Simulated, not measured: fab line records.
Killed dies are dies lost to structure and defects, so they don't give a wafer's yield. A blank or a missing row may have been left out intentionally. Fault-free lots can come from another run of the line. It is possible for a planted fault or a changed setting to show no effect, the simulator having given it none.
Comparing a struck lot with a sound one | flow n5_finfet | 16 steps out of a route of 1938
Sound: wafers L350.2, L350.4, L350.6. The struck wafers were L359.2, L359.5, L359.6. At the end, the cause is stated.
For every step that has rows: the tool of each side, followed by ch and its chambers, followed by its first start. Under that, the readings that differ: sound wafers | struck wafers | difference of the means | sigmas: that difference in standard deviations of wafers without a fault.
alike: readings with means less than 2 such deviations apart, plus words and numbers identical on both sides. not compared: withheld readings, readings lacking a value on some wafer, bounds such as >300 that could conceal the same value, and numbers that have no deviation in the record and whose values overlap.
Wherever a step has rows on one side only, a row that says differs or no value, or a row with sigmas, the two part there. Numbers that don't overlap but have no deviation are shown without sigmas and don't part them. A reading missing from all wafers of one side parts the sides only when that side holds two or more wafers.

first, 3 steps without rows for these wafers: N5_HKMG_FIN_STRIP_19 (strips in N2/H2, time 360 s); N5_HKMG_FIN_ALD_91 (deposits TiN, target thk 1 nm, pulse time 1 s, purge time 3 s); N5_HKMG_FIN_COAT_85 (time 60 s, resist thk 300 nm).
N5_HKMG_FIN_ETCH_86: etches SOC in N2/H2, stops on TiN, target depth 393.2 nm.
  sound on rie_diel-01 ch 1,3, day 4 21:58; struck on rie_diel-05 ch 0,3, day 7 08:24
  alike: bias_w, chamber_pressure_mTorr, drypump_motor_current_A, oes_product_au, rf_vpp_V, showerhead_plenum_p_Torr, throttle_valve_pct
  not compared: rf_hours_counter_h
N5_HKMG_FIN_STRIP_89: strips SOC in N2/H2, time 20 s.
  sound on rie_diel-01 ch 1,3, day 4 22:02; struck on rie_diel-05 ch 0,3, day 7 08:28
  alike: drypump_motor_current_A, oes_product_au, rf_vpp_V, showerhead_plenum_p_Torr, throttle_valve_pct
  not compared: rf_hours_counter_h
then, 1 step without rows for these wafers: N5_HKMG_FIN_WET_ETCH_87 (etches TiN in SC1, time 154.2 s, target depth 4.7 nm, rinse time 30 s).
N5_HKMG_FIN_STRIP_88: strips in N2/H2, time 360 s.
  sound on plasma_asher-02 ch 0,1, day 4 22:13; struck on plasma_asher-02 ch 0,1, day 7 08:40
  alike: drypump_motor_current_A, heater_power_w
  not compared: rf_hours_counter_h
N5_HKMG_FIN_NWFM_ALD_20: deposits TiAlC, target thk 2 nm, pulse time 3 s, purge time 2 s.
  sound on ald_metal-04 ch 0,1,2, day 4 22:37; struck on ald_metal-03 ch 0,2,3, day 7 09:03
  alike: heater_power_w, precursor_pulse_height_rel
then, 3 steps without rows for these wafers: N5_HKMG_FIN_ALD_71 (deposits TiN, target thk 1 nm, pulse time 1 s, purge time 3 s); N5_HKMG_FIN_COAT_66 (time 60 s, resist thk 300 nm); N5_HKMG_FIN_ETCH_67 (etches SOC in N2/H2, stops on TiN, target depth 388.9 nm).
N5_HKMG_FIN_STRIP_90: strips SOC in N2/H2, time 20 s.
  sound on rie_diel-06 ch 1,2,3, day 4 23:07; struck on rie_diel-05 ch 0,2,3, day 7 09:33
  reading      | sound          | struck         | difference | sigmas
  rf_vpp_V (V) | 54.7 55.5 55.1 | 53.5 53.0 53.3 | -1.8       | -2
  alike: drypump_motor_current_A, oes_product_au, showerhead_plenum_p_Torr, throttle_valve_pct
  not compared: rf_hours_counter_h
N5_HKMG_FIN_WET_ETCH_73: etches the open film in SC1, time 42.3 s, target depth 1.3 nm, rinse time 30 s.
  sound on wet_bench-05 ch 1,3,6, day 4 23:13; struck on wet_bench-02 ch 1,6,7, day 7 09:39
  no value came back on the struck wafers for bath_guard_temp_C (C), bath_heat_duty_pct (%); on the sound wafers bath_guard_temp_C (C) reads 49.2 50.3 49.5
then, 1 step without rows for these wafers: N5_HKMG_FIN_ETCHBACK_68 (etches the open film in Cl2/Ar, stops on HfO2, target depth 0.5 nm).
-- here the record skips 4 days between the struck wafers' starts before and after, leaving off in module HKMG_FIN and picking up in module BEOL_M4 (first step shown: number 1111 of the route) --
N5_BEOL_M4_RC_MEAS_101:
  sound on prober-02 ch 0, day 9 00:23; struck on prober-02 ch 0, day 11 00:51
  alike: DIBL_N, DIBL_P, IOFF_N, IOFF_P, ION_N, ION_P, SS_N, SS_P, VT_N, VT_P
-- a jump in the record: the struck wafers' starts before and after are 4 days apart (it breaks off in module BEOL_M4 and resumes in module PASSIVATION, where the first step shown is number 1936 of the route) --
N5_PASSIVATION_PROBE_49:
  struck on prober-01, day 15 08:03; sound on prober-02, day 13 15:51
  alike: defect_limited_yield, killed_at_M0_to_M3, killed_at_M4_up, killed_at_contacts, killed_at_front_end, killed_at_other, killed_dies, killed_on_rim, killed_open, killed_short, sort_bin_5_function, sort_bin_6_memory, sort_n_pass, sort_yield_pct

WHERE THEY PART
Last at N5_HKMG_FIN_WET_ETCH_73 as far as this record goes, first at N5_HKMG_FIN_STRIP_90. Later steps at which nothing parts them and some readings are alike: N5_BEOL_M4_RC_MEAS_101, N5_PASSIVATION_PROBE_49.

WHY: the cause the simulator had injected
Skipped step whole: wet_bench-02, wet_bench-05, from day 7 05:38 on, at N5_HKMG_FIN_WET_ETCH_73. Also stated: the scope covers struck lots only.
